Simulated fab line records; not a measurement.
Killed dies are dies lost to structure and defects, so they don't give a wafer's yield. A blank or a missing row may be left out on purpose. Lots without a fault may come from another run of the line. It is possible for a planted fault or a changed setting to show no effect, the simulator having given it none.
fab line records ; flow n5_finfet
record: lots: 9; wafers: 24; last_day: 17
route steps=1938 shown FIN_SAQP@112 BEOL_M4@1111 PASSIVATION@1936
lots that met no fault: from a run of the same line without faults
start_h: the number of hours between the record's first day and the start of the first shown wafer of the lot ; wait_h: hours since the lot's step before ; " same as the row above ; L1.1+2: one row covering several wafers at once ; - no value, or no start was given ; * or withheld: withheld ; < > ~ a bound
route shown NAME@n: NAME is a module with steps in the file, n the number in the route of the first one ; usual: average and standard deviation across the fault-free wafers ; same: alike in all rows ; chamber/n: place in a boat ; sites: each site's reading ; _std_site: how widely they spread, as a standard deviation ; _edge_site: mean of outer sites minus mean of inner sites ; radius_mm: how far each site lies from the wafer's centre ; mask NAME#n: copy n ; behind: the last tool/chamber to shape the wafer ; hold: why the lot went on hold/how many hours it stayed there/how the hold came to an end ; device: the n, p or np transistor that did not switch ; end of line: the route-end tests of the same wafers ; for a step that has no rows: nothing shown but its recipe ; killed: dies lost to structure and defects at the first sort, not the wafer's yield ; map: per-die view of a wafer (x killed, . not killed, _ where there is no die)
set.NAME: the setting the step ran with; set.NAME@STEP: the setting that earlier step ran with ; model.NAME: the simulator's own value behind a step, which no gauge read
route steps across a sampled set of lots; one table per step, one row per wafer
services: a tool's chamber out of use, with start hour (start_h, from the record's first day; less than 0 if before it), hours out, and reason
== steps ==
step: N5_FIN_SAQP_OVL_MEAS_17
recipe: points_per_wafer: 44
usual: FIN_CORE_OVL: -0.2/0.8
lot.wafer;tool;chamber;start_h;wait_h;FIN_CORE_OVL[nm]
L595.2;overlay-01;0;64.97;0.0;0.7
L595.3;overlay-01;0;64.97;0.0;-1.3
L595.5;overlay-01;0;64.97;0.0;-0.8
L596.1;overlay-02;0;70.01;0.0;0.5
L596.4;overlay-02;0;70.01;0.0;2.2
L596.6;overlay-02;0;70.01;0.0;0.6
L598.1;overlay-02;0;83.21;0.0;0.2
L598.2;overlay-02;0;83.21;0.0;0.3
L598.4;overlay-02;0;83.21;0.0;0.2
L599.5;overlay-02;0;91.44;0.0;-0.6
L599.6;overlay-02;0;91.44;0.0;0.6
L601.3;overlay-01;0;100.79;0.0;-1.5
L601.4;overlay-01;0;100.79;0.0;-0.9
L601.6;overlay-01;0;100.79;0.0;-1.7
L607.4;overlay-02;0;138.03;0.0;0.1
L607.6;overlay-02;0;138.03;0.0;-0.1
L609.1;overlay-02;0;147.23;0.0;-1.7
L609.5;overlay-02;0;147.23;0.0;-1.0
L609.6;overlay-02;0;147.23;0.0;0.3
L610.4;overlay-02;0;153.96;0.0;0.6
L610.6;overlay-02;0;153.96;0.0;-0.4
L611.1;overlay-02;0;159.74;0.0;0.4
L611.3;overlay-02;0;159.74;0.0;-1.0
L611.5;overlay-02;0;159.74;0.0;-0.2
step: N5_FIN_SAQP_MANDREL_ETCH_22
recipe: target_depth_a: 600; chemistry: HBr/Cl2; target: a-Si; stop_on: SiNx; bt_time_s: 10; over_etch_frac: 0.5; time_s: 30; pressure_mtorr: 10; icp_w: 800; bias_w: 75; HBr_flow_sccm: 150; Cl2_flow_sccm: 80; ends: end_point
usual: drypump_motor_current_A: 5.7/0.42; oes_product_au: 0.762/0.016; throttle_valve_pct: 35.4/0.31
lot.wafer;tool;chamber;start_h;wait_h;drypump_motor_current_A;oes_product_au;rf_hours_counter_h;throttle_valve_pct
L595.2;rie_si-03;2;65.32;0.0;6.2;0.743;186;35.6
L595.3;rie_si-03;1;65.32;0.0;5.8;0.759;4;35.7
L595.5;rie_si-03;1;65.32;0.0;5.8;0.754;-;35.7
L596.1;rie_si-03;0;71.00;0.0;5.7;0.775;99;35.1
L596.4;rie_si-03;1;71.00;0.0;5.8;0.763;4;35.6
L596.6;rie_si-03;3;71.00;0.0;5.7;0.748;-;35.5
L598.1;rie_si-02;1;83.57;0.0;5.2;0.768;119;35.9
L598.2;rie_si-02;0;83.57;0.0;5.1;0.776;8;35.4
L598.4;rie_si-02;2;83.57;0.0;5.7;0.768;68;35.1
L599.5;rie_si-03;1;92.02;0.1;5.8;0.764;-;35.6
L599.6;rie_si-03;0;92.02;0.1;5.7;0.774;-;35.1
L601.3;rie_si-03;0;101.20;0.0;5.7;0.760;99;35.1
L601.4;rie_si-03;2;101.20;0.0;6.2;0.750;186;35.6
L601.6;rie_si-03;2;101.20;0.0;6.2;0.732;-;35.6
L607.4;rie_si-03;1;138.37;0.0;5.8;0.753;5;35.7
L607.6;rie_si-03;3;138.37;0.0;5.7;0.743;-;35.5
L609.1;rie_si-03;3;147.57;0.0;5.7;0.727;60;35.5
L609.5;rie_si-03;1;147.57;0.0;5.9;0.755;-;35.7
L609.6;rie_si-03;2;147.57;0.0;6.2;0.738;-;35.7
L610.4;rie_si-03;1;154.36;0.0;5.8;0.763;5;35.6
L610.6;rie_si-03;3;154.36;0.0;5.7;0.735;-;35.5
L611.1;rie_si-04;2;160.08;0.0;4.9;0.769;9;35.2
L611.3;rie_si-04;3;160.08;0.0;6.3;0.783;117;35.0
L611.5;rie_si-04;2;160.08;0.0;4.9;0.774;-;35.1
step: N5_FIN_SAQP_STRIP_55
recipe: chemistry: N2/H2; power_w: 500; temp_c: 40; pressure_mtorr: 50; rf_frequency_hz: 6e+07; overash_fraction: 0.3; bias_power_w: 28; h2_frac: 0.5; n2_flow_sccm: 300; h2_flow_sccm: 300
usual: drypump_motor_current_A: 5.7/0.52; h2_flow_sccm: 299.9/0.99; oes_product_au: 0.81/0.09; rf_vpp_V: 122.0/1.4; showerhead_plenum_p_Torr: 3.35/0.13; throttle_valve_pct: 18.77/0.28
lot.wafer;tool;chamber;start_h;wait_h;drypump_motor_current_A;h2_flow_sccm;oes_product_au;rf_hours_counter_h;rf_vpp_V;showerhead_plenum_p_Torr;throttle_valve_pct
L595.2;rie_diel-06;2;65.41;0.1;5.5;301.4;0.97;4;121.7;3.58;18.80
L595.3;rie_diel-06;3;65.41;0.1;5.2;299.8;0.92;20;122.7;3.53;18.36
L595.5;rie_diel-06;0;65.41;0.1;5.3;298.3;0.67;-;122.1;3.18;18.99
L596.1;rie_diel-01;1;71.13;0.1;5.3;299.8;0.72;169;121.9;3.36;19.11
L596.4;rie_diel-01;2;71.13;0.1;6.4;299.8;0.73;-;121.6;3.31;18.68
L596.6;rie_diel-01;1;71.13;0.1;5.3;299.1;0.72;-;121.3;3.36;19.11
L598.1;rie_diel-02;3;83.79;0.2;4.7;300.0;0.89;34;122.1;3.27;18.54
L598.2;rie_diel-02;2;83.79;0.2;5.8;297.5;0.85;42;123.8;3.57;18.82
L598.4;rie_diel-02;0;83.79;0.2;5.8;300.8;0.94;4;123.7;3.46;18.55
L599.5;rie_diel-06;1;92.15;0.1;6.6;300.6;0.83;-;119.9;3.26;19.10
L599.6;rie_diel-06;2;92.15;0.1;5.5;298.7;0.94;-;123.8;3.57;18.79
L601.3;rie_diel-02;0;101.42;0.2;5.8;300.9;0.93;12;122.7;3.46;18.54
L601.4;rie_diel-02;3;101.42;0.2;4.8;298.7;0.89;41;120.8;3.27;18.57
L601.6;rie_diel-02;3;101.42;0.2;4.7;299.1;0.88;-;121.8;3.27;18.54
L607.4;rie_diel-01;2;138.47;0.1;6.4;300.0;0.71;244;120.9;3.30;18.74
L607.6;rie_diel-01;1;138.47;0.1;5.3;301.2;0.71;-;123.7;3.34;19.15
L609.1;rie_diel-02;3;147.98;0.4;4.8;299.9;0.86;62;121.8;3.26;18.61
L609.5;rie_diel-02;1;147.98;0.4;5.6;299.1;0.84;-;122.1;3.41;18.25
L609.6;rie_diel-02;2;147.98;0.4;5.8;299.3;0.82;-;123.5;3.56;18.82
L610.4;rie_diel-01;2;154.49;0.1;6.4;300.3;0.71;249;122.6;3.29;18.75
L610.6;rie_diel-01;3;154.49;0.1;5.7;300.5;0.85;-;121.7;3.28;18.66
L611.1;rie_diel-01;3;160.18;0.1;5.8;298.1;0.84;31;119.0;3.28;18.66
L611.3;rie_diel-01;0;160.18;0.1;6.1;298.0;0.71;220;121.9;3.19;19.10
L611.5;rie_diel-01;1;160.18;0.1;5.3;297.6;0.70;-;122.0;3.34;19.13
step: N5_FIN_SAQP_CD_MEAS_27
recipe: target_cd_nm: 20; landing_energy_ev: 1000; detector: se_inlens; polarity: line
usual: cd_nm: 20.29/0.23
same: landing_energy_ev: 1000
lot.wafer;tool;chamber;start_h;wait_h;cd_nm
L595.2;cd_sem-02;0;67.04;0.1;20.51
L595.3;cd_sem-02;0;67.04;0.1;20.19
L595.5;cd_sem-02;0;67.04;0.1;20.76
L596.1;cd_sem-01;0;73.81;0.1;20.37
L596.4;cd_sem-01;0;73.81;0.1;20.58
L596.6;cd_sem-01;0;73.81;0.1;20.54
L598.1;cd_sem-03;0;86.43;0.1;20.22
L598.2;cd_sem-03;0;86.43;0.1;20.72
L598.4;cd_sem-03;0;86.43;0.1;20.08
L599.5;cd_sem-01;0;93.90;0.0;20.81
L599.6;cd_sem-01;0;93.90;0.0;20.18
L601.3;cd_sem-02;0;103.21;0.1;20.38
L601.4;cd_sem-02;0;103.21;0.1;20.52
L601.6;cd_sem-02;0;103.21;0.1;20.40
L607.4;cd_sem-03;0;140.14;0.1;20.06
L607.6;cd_sem-03;0;140.14;0.1;20.43
L609.1;cd_sem-01;0;149.89;0.1;20.22
L609.5;cd_sem-01;0;149.89;0.1;20.33
L609.6;cd_sem-01;0;149.89;0.1;20.36
L610.4;cd_sem-01;0;156.14;0.1;20.24
L610.6;cd_sem-01;0;156.14;0.1;20.36
L611.1;cd_sem-03;0;162.03;0.1;20.20
L611.3;cd_sem-03;0;162.03;0.1;20.50
L611.5;cd_sem-03;0;162.03;0.1;20.72
step: N5_FIN_SAQP_ETCH_57
recipe: chemistry: CH3F/O2; target: SiNx; mask_material: SiO2; target_depth_a: 325; time_s: 46.4; pressure_mtorr: 30; source_w: 395; bias_w: 73; Ar_flow_sccm: 150; CH3F_flow_sccm: 30; O2_flow_sccm: 20; ion_energy_ev: 120; ends: cleared
usual: drypump_motor_current_A: 5.7/0.49; etch_rf_on_time_s: 45.9/0.84; oes_ar_750_au: 0.82/0.087; oes_product_au: 0.70/0.076; rf_vpp_V: 296.7/3; showerhead_plenum_p_Torr: 2.01/0.077; throttle_valve_pct: 16.31/0.21
lot.wafer;tool;chamber;start_h;wait_h;drypump_motor_current_A;etch_rf_on_time_s;oes_ar_750_au;oes_product_au;rf_hours_counter_h;rf_vpp_V;showerhead_plenum_p_Torr;throttle_valve_pct
L595.2;rie_diel-06;3;67.11;0.1;5.2;44.8;0.92;0.79;20;303.8;2.12;16.16
L595.3;rie_diel-06;2;67.11;0.1;5.4;44.5;0.97;0.83;4;299.6;2.14;16.31
L595.5;rie_diel-06;1;67.11;0.1;6.7;45.7;0.83;0.71;-;297.7;1.93;16.29
L596.1;rie_diel-01;0;73.86;0.0;6.1;44.7;0.76;0.65;180;293.6;1.91;16.53
L596.4;rie_diel-01;2;73.86;0.0;6.4;46.0;0.72;0.63;-;294.4;1.97;16.44
L596.6;rie_diel-01;0;73.86;0.0;6.1;44.4;0.76;0.65;-;293.2;1.91;16.55
L598.1;rie_diel-02;3;86.67;0.2;4.7;45.8;0.87;0.75;35;298.1;1.94;16.30
L598.2;rie_diel-02;0;86.67;0.2;5.8;44.9;0.95;0.81;6;295.6;2.06;15.99
L598.4;rie_diel-02;2;86.67;0.2;5.8;46.2;0.87;0.74;43;292.7;2.12;16.10
L599.5;rie_diel-06;3;93.97;0.1;5.2;45.6;0.89;0.76;-;302.8;2.11;16.18
L599.6;rie_diel-06;0;93.97;0.1;5.3;47.1;0.97;0.83;-;299.5;2.13;16.18
L601.3;rie_diel-01;0;103.25;0.0;6.1;45.3;0.75;0.63;193;292.4;1.91;16.56
L601.4;rie_diel-01;1;103.25;0.0;5.3;47.2;0.73;0.62;182;297.9;1.99;16.43
L601.6;rie_diel-01;3;103.25;0.0;5.7;46.9;0.93;0.79;-;300.0;1.96;16.22
L607.4;rie_diel-01;1;140.24;0.1;5.3;46.6;0.71;0.60;201;298.1;1.98;16.48
L607.6;rie_diel-01;2;140.24;0.1;6.4;31.7;0.70;0.60;-;295.6;1.96;16.49
L609.1;rie_diel-06;2;149.94;0.1;5.5;45.3;0.91;0.78;24;300.6;2.13;16.34
L609.5;rie_diel-06;2;149.94;0.1;5.5;32.8;0.91;0.77;-;300.5;2.13;16.36
L609.6;rie_diel-06;1;149.94;0.1;6.6;33.4;0.80;0.69;-;297.1;1.92;16.36
L610.4;rie_diel-02;3;156.18;0.0;4.8;47.0;0.83;0.71;66;296.5;1.93;16.36
L610.6;rie_diel-02;0;156.18;0.0;5.8;32.6;0.88;0.74;-;293.6;2.05;16.05
L611.1;rie_diel-01;3;162.08;0.0;5.7;45.1;0.86;0.75;32;299.0;1.95;16.27
L611.3;rie_diel-01;1;162.08;0.0;5.4;45.6;0.70;0.60;210;295.7;1.98;16.49
L611.5;rie_diel-01;3;162.08;0.0;5.7;46.3;0.86;0.74;-;298.0;1.95;16.28
step: N5_BEOL_M4_RC_MEAS_101
usual: DIBL_N: 36.1/1.5; DIBL_P: 36.1/1.9; IOFF_N: 0.159/0.029; IOFF_P: 0.21/0.038; ION_N: 675/11; ION_P: 464/8.1; SS_N: 71.5/0.57; SS_P: 73.3/0.64; VT_N: 249/3.1; VT_P: -250/3.8
lot.wafer;tool;chamber;start_h;wait_h;DIBL_N[mV/V];DIBL_P[mV/V];IOFF_N[nA/um];IOFF_P[nA/um];ION_N[uA/um];ION_P[uA/um];SS_N[mV/dec];SS_P[mV/dec];VT_N[mV];VT_P[mV]
L595.2;prober-01;0;201.29;0.2;41.1;40.4;0.279;0.29;694;470;72.1;74.6;245;-248
L595.3;prober-01;0;201.29;0.2;36.9;36.6;0.175;0.21;679;460;71.8;73.2;249;-252
L595.5;prober-01;0;201.29;0.2;38.0;37.7;0.186;0.23;684;465;72.0;74.4;247;-251
L596.1;prober-02;0;219.08;0.0;37.8;38.2;0.171;0.24;679;470;72.0;74.1;250;-249
L596.4;prober-02;0;219.08;0.0;37.4;37.0;0.156;0.21;670;456;71.8;73.5;254;-249
L596.6;prober-02;0;219.08;0.0;36.2;36.6;0.140;0.21;657;465;71.6;73.0;249;-250
L598.1;prober-01;0;221.25;0.0;38.4;39.8;0.223;0.27;690;473;71.5;73.7;245;-246
L598.2;prober-01;0;221.25;0.0;35.0;35.6;0.157;0.22;676;471;71.9;73.3;247;-249
L598.4;prober-01;0;221.25;0.0;34.1;34.0;0.149;0.19;677;467;71.1;72.8;247;-251
L599.5;prober-01;0;227.34;0.6;36.3;36.1;0.173;0.26;686;468;70.9;73.7;246;-244
L599.6;prober-01;0;227.34;0.6;37.4;37.4;0.209;0.29;695;477;72.2;74.1;245;-241
L601.3;prober-01;0;248.66;0.3;36.7;38.0;0.168;0.23;687;464;71.7;73.1;249;-249
L601.4;prober-01;0;248.66;0.3;34.2;34.1;0.113;0.17;656;460;70.8;73.2;256;-254
L601.6;prober-01;0;248.66;0.3;36.9;37.7;0.155;0.22;670;470;71.5;74.0;250;-250
L607.4;prober-01;0;277.16;0.5;36.9;39.2;0.187;0.23;673;463;72.0;74.5;249;-252
L607.6;prober-01;0;277.16;0.5;36.4;38.2;0.174;0.22;671;462;72.4;74.7;250;-248
L609.1;prober-02;0;300.63;0.0;35.6;36.6;0.159;0.20;674;456;71.3;72.6;247;-252
L609.5;prober-02;0;300.63;0.0;34.5;34.6;0.131;0.17;664;456;71.1;73.1;252;-255
L609.6;prober-02;0;300.63;0.0;34.9;36.2;0.147;0.19;671;456;71.0;73.5;249;-254
L610.4;prober-02;0;306.50;0.5;35.1;35.1;0.153;0.27;675;482;70.9;73.0;249;-242
L610.6;prober-02;0;306.50;0.5;37.6;37.6;0.198;0.31;686;473;72.0;74.3;245;-244
L611.1;prober-01;0;321.45;0.0;36.2;36.8;0.181;0.23;684;469;71.1;73.3;247;-247
L611.3;prober-01;0;321.45;0.0;36.6;36.4;0.180;0.23;680;468;70.9;72.5;246;-248
L611.5;prober-01;0;321.45;0.0;34.8;36.0;0.168;0.23;686;473;71.5;73.6;244;-247
step: N5_PASSIVATION_PROBE_49
usual: defect_limited_yield: 91.5/1.6; killed_at_M0_to_M3: 33/10; killed_at_M4_up: 13/5.6; killed_at_contacts: 13/6; killed_at_front_end: 39/12; killed_at_other: 3.0/2.8; killed_dies: 101/19; killed_open: 65/13; killed_short: 32/8.3; sort_bin_4_leakage: 0.00/0.0072; sort_bin_5_function: 5.0/1; sort_bin_6_memory: 3.1/0.69; sort_n_pass: 1079/19; sort_yield_pct: 91.5/1.6
same: gross_dies: 1180; killed_at_back_side: 0; sort_bin_8_speed[%]: 0
lot.wafer;tool;chamber;start_h;wait_h;defect_limited_yield[%];killed_at_M0_to_M3;killed_at_M4_up;killed_at_contacts;killed_at_front_end;killed_at_other;killed_dies;killed_open;killed_short;sort_bin_4_leakage[%];sort_bin_5_function[%];sort_bin_6_memory[%];sort_n_pass;sort_yield_pct[%]
L601.3;prober-02;-;353.86;0.1;93.2;17;11;5;47;0;80;51;24;0;4.2;2.4;1100;93.2
L601.4;prober-02;-;353.91;0.2;90.8;31;2;18;54;3;108;71;33;0;5.4;3.4;1072;90.8
L601.6;prober-02;-;354.01;0.3;93.1;32;5;7;36;2;82;42;38;0;3.8;2.7;1098;93.1
L607.4;prober-01;-;381.41;0.2;92.8;34;12;11;25;3;85;49;32;0;3.3;3.5;1095;92.8
L607.6;prober-01;-;381.51;0.3;91.6;40;8;13;35;3;99;66;28;0;5.3;2.8;1081;91.6
L609.1;prober-01;-;397.93;0.0;89.2;31;13;17;63;3;127;84;35;0;5.4;4.6;1053;89.2
L609.5;prober-01;-;398.13;0.2;89.0;30;9;26;60;5;130;80;39;0;6.8;3.3;1050;89.0
L609.6;prober-01;-;398.18;0.3;89.9;34;18;22;41;4;119;72;40;0;6.1;3.6;1061;89.9
L610.4;prober-02;-;414.97;0.2;92.8;32;10;4;38;1;85;54;31;0;3.9;2.8;1095;92.8
L610.6;prober-02;-;415.07;0.3;91.9;37;18;8;31;1;95;52;41;0;5.3;2.5;1085;91.9
L611.1;prober-01;-;416.21;0.0;90.9;11;14;22;59;1;107;73;31;0;5.3;3.5;1073;90.9
L611.3;prober-01;-;416.31;0.1;93.4;26;15;7;27;3;78;57;14;0;4.2;2.3;1102;93.4
L611.5;prober-01;-;416.41;0.2;90.1;25;14;18;59;1;117;75;40;0;6.3;3.5;1063;90.1
killed by level:class
L601.3 FIN_SAQP:geometric_particle:open=10 FIN_SAQP:geometric_particle:short=8 STI_FIN_REVEAL:geometric_particle:open=7 BEOL_M4:geometric_particle:open=7 GATE_CUT:geometric_particle:short=6 BEOL_M1:geometric_particle:open=5 BEOL_M2:geometric_particle:open=5 STARTING-WAFER:geometric_particle:open=4
L601.4 FIN_SAQP:geometric_particle:open=19 MOL_CONTACT_COAG:geometric_particle:open=16 FIN_SAQP:geometric_particle:short=10 BEOL_M0_SAQP:geometric_particle:open=7 BEOL_M3:geometric_particle:open=6 DUMMY_GATE:geometric_particle:open=5 BEOL_M3:geometric_particle:short=5 GATE_CUT:geometric_particle:short=4
L601.6 FIN_SAQP:geometric_particle:short=8 MOL_CONTACT_COAG:geometric_particle:open=6 BEOL_M2:geometric_particle:open=6 BEOL_M3:geometric_particle:open=6 STARTING-WAFER:geometric_particle:short=6 GATE_CUT:geometric_particle:short=5 BEOL_M0_SAQP:geometric_particle:short=5 FIN_SAQP:geometric_particle:open=4
L607.4 MOL_CONTACT_COAG:geometric_particle:open=8 BEOL_M3:geometric_particle:open=8 BEOL_M0_SAQP:geometric_particle:short=7 BEOL_M1:geometric_particle:open=7 BEOL_M2:geometric_particle:open=6 STARTING-WAFER:geometric_particle:short=6 BEOL_M0_SAQP:geometric_particle:open=4 FIN_SAQP:geometric_particle:open=3
L607.6 BEOL_M2:geometric_particle:open=13 MOL_CONTACT_COAG:geometric_particle:open=9 BEOL_M0_SAQP:geometric_particle:open=8 FIN_SAQP:geometric_particle:open=6 FIN_SAQP:geometric_particle:short=6 BEOL_M3:geometric_particle:open=6 STI_FIN_REVEAL:geometric_particle:open=5 GATE_CUT:geometric_particle:short=5
L609.1 STI_FIN_REVEAL:geometric_particle:open=19 MOL_CONTACT_COAG:geometric_particle:open=14 FIN_SAQP:geometric_particle:open=12 BEOL_M0_SAQP:geometric_particle:open=11 BEOL_M0_SAQP:geometric_particle:short=9 FIN_SAQP:geometric_particle:short=9 BEOL_M5:geometric_particle:open=6 HKMG_FIN:area_etch=6
L609.5 MOL_CONTACT_COAG:geometric_particle:open=21 STI_FIN_REVEAL:geometric_particle:open=16 GATE_CUT:geometric_particle:short=13 BEOL_M0_SAQP:geometric_particle:open=13 FIN_SAQP:geometric_particle:short=6 HKMG_FIN:area_etch=6 FIN_SAQP:geometric_particle:open=5 BEOL_M0_SAQP:geometric_particle:short=5
L609.6 MOL_CONTACT_COAG:geometric_particle:open=15 STI_FIN_REVEAL:geometric_particle:open=10 BEOL_M0_SAQP:geometric_particle:open=9 FIN_SAQP:geometric_particle:open=7 BEOL_M0_SAQP:geometric_particle:short=7 MOL_CONTACT_COAG:geometric_particle:short=7 STI_FIN_REVEAL:geometric_particle:short=4 BEOL_M2:geometric_particle:open=4
L610.4 FIN_SAQP:geometric_particle:short=10 BEOL_M3:geometric_particle:open=10 FIN_SAQP:geometric_particle:open=8 BEOL_M1:geometric_particle:open=6 BEOL_M4:geometric_particle:open=5 STI_FIN_REVEAL:geometric_particle:open=5 BEOL_M0_SAQP:geometric_particle:short=4 BEOL_M3:geometric_particle:short=4
L610.6 BEOL_M0_SAQP:geometric_particle:open=11 BEOL_M0_SAQP:geometric_particle:short=11 FIN_SAQP:geometric_particle:short=8 MOL_CONTACT_COAG:geometric_particle:open=8 STI_FIN_REVEAL:geometric_particle:open=7 BEOL_M5:geometric_particle:short=6 BEOL_M3:geometric_particle:open=4 BEOL_M8:geometric_particle:open=4
L611.1 STI_FIN_REVEAL:geometric_particle:open=19 MOL_CONTACT_COAG:geometric_particle:open=17 FIN_SAQP:geometric_particle:short=10 FIN_SAQP:geometric_particle:open=10 MOL_CONTACT_COAG:geometric_particle:short=5 BEOL_M4:geometric_particle:open=5 STI_FIN_REVEAL:geometric_particle:short=3 ILD0:geometric_particle:short=3
L611.3 STI_FIN_REVEAL:geometric_particle:open=11 BEOL_M0_SAQP:geometric_particle:open=9 BEOL_M3:geometric_particle:open=9 MOL_CONTACT_COAG:geometric_particle:open=6 FIN_SAQP:geometric_particle:open=4 FIN_SAQP:geometric_particle:short=4 BEOL_M4:geometric_particle:open=4 BEOL_M5:geometric_particle:open=3
L611.5 STI_FIN_REVEAL:geometric_particle:open=17 MOL_CONTACT_COAG:geometric_particle:open=17 STARTING-WAFER:geometric_particle:short=8 FIN_SAQP:geometric_particle:short=7 GATE_CUT:geometric_particle:short=7 BEOL_M4:geometric_particle:open=7 BEOL_M0_SAQP:geometric_particle:open=7 STI_FIN_REVEAL:geometric_particle:short=6
== services ==
tool;chamber;start_h;hours;kind
rie_diel-02;0;54.64;-;clean
rie_diel-02;0;54.64;-;consumable_replace:focus_ring
rie_diel-02;0;54.64;18.1;scheduled_down
rie_diel-02;0;54.64;18.1;vent_cycle
rie_diel-01;3;59.68;14.2;repair
rie_diel-01;-;68.27;2.8;pm
rie_diel-02;1;68.50;2.2;repair
rie_diel-06;0;68.51;6.8;repair
rie_diel-01;3;73.94;-;clean
rie_diel-01;3;73.94;-;consumable_replace:focus_ring
rie_diel-01;3;73.94;15.8;scheduled_down
rie_diel-01;3;73.94;15.8;vent_cycle
rie_diel-06;2;83.58;4.7;repair
rie_diel-02;2;92.12;3.4;repair
rie_si-04;1;99.50;3.5;repair
rie_diel-06;-;104.51;28.1;pm
rie_si-02;-;109.96;0.3;repair
rie_diel-02;0;145.20;4.2;repair
rie_diel-01;2;155.86;-;clean
rie_diel-01;2;155.86;-;consumable_replace:focus_ring
rie_diel-01;2;155.86;24.8;scheduled_down
rie_diel-01;2;155.86;24.8;vent_cycle
rie_si-03;-;159.61;0.3;repair
== key ==
first_sign: step: N5_FIN_SAQP_ETCH_57; reading: etch_rf_on_time_s; direction: down; sigmas: 16; usual: *; struck: *
effect none on later readings
met_at N5_FIN_SAQP_MANDREL_ETCH_22
struck_lots L607,L609,L610
struck_wafers L607.6,L609.5,L609.6,L610.6
not_acting_at N5_FIN_SAQP_OVL_MEAS_17,N5_FIN_SAQP_STRIP_55,N5_FIN_SAQP_CD_MEAS_27
onset_between 101.20 138.37
fault: kind: process_parameter_drift; tool: rie_si-03; chamber: -; onset_h: 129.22; steps: N5_FIN_SAQP_MANDREL_ETCH_22; channel: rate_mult; offset: 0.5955; shape: step; end_h: 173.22; scope: struck_wafers_only
